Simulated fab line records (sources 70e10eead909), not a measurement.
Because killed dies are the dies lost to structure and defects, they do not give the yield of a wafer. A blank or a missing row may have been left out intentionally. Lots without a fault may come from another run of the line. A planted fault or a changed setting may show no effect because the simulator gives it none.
Chamber matching    flow nand-harc    4 sister chambers for NHARC_P_ZERO_WELL_DESCUM_13 on rie-diel-05
The step chemistry O2, time 3 s. 14 wafers are shown with their chamber, then 7 later ones without.

## WAFERS WITH THEIR CHAMBER
wafer   chamber  drypump-motor-current-A (A)  showerhead-plenum-p-Torr (Torr)  oes-product-au (a.u.)
L077.2  2        6.3                          1.85                             0.997
L077.5  2        6.3                          1.85                             1.003
L077.6  3        4.9                          1.80                             1.008
L080.2  0        5.5                          2.01                             1.006
L080.3  2        6.3                          1.85                             0.999
L080.5  1        6.7                          1.89                             0.998
L081.3  0        5.5                          2.01                             1.008
L081.5  1        6.6                          1.89                             1.006
L081.6  2        6.3                          1.85                             1.006
L087.3  2        6.3                          1.84                             0.997
L087.4  3        4.9                          1.79                             1.018
L087.6  0        5.5                          2.01                             1.017
L089.3  2        6.3                          1.84                             0.992
L089.4  1        6.7                          1.88                             0.996

SIGNATURES (means of the wafers above)
reading                   chamber 0  chamber 1  chamber 2  chamber 3  scatter within a chamber
drypump-motor-current-A   5.500      6.667      6.300      4.900      0.0258
showerhead-plenum-p-Torr  2.0100     1.8867     1.8467     1.7950     0.005
oes-product-au            1.01033    1.00000    0.99900    1.01300    0.00545
Rule: a wafer's distance from a chamber is the root of the sum, over the readings, of the square of ((its reading less the chamber's mean) divided by the reading's scatter). If the next closest chamber is less than 2 further off than the closest, the wafer can't be placed; otherwise it belongs to the closest. The scatter is the square root of a quotient: the sum, over the shown wafers, of each reading's squared deviation from its chamber's mean, divided by wafers minus chambers.

## WAFERS WITHOUT THEIR CHAMBER
wafer   drypump-motor-current-A (A)  showerhead-plenum-p-Torr (Torr)  oes-product-au (a.u.)
L089.6  6.3                          1.84                             0.997
L091.1  5.0                          1.79                             1.014
L091.2  6.3                          1.84                             0.994
L091.3  6.6                          1.88                             1.002
L093.1  5.5                          2.01                             0.999
L093.3  6.7                          1.87                             1.017
L093.4  6.3                          1.84                             0.991

## EACH ONE'S CHAMBER
wafer   from the rows above  in truth
L089.6  2                    2
L091.1  3                    3
L091.2  2                    2
L091.3  1                    1
L093.1  0                    0
L093.3  1                    1
L093.4  2                    2
7 of 7 placed correctly. From these rows, 0 cannot be placed. Wrongly placed: 0.
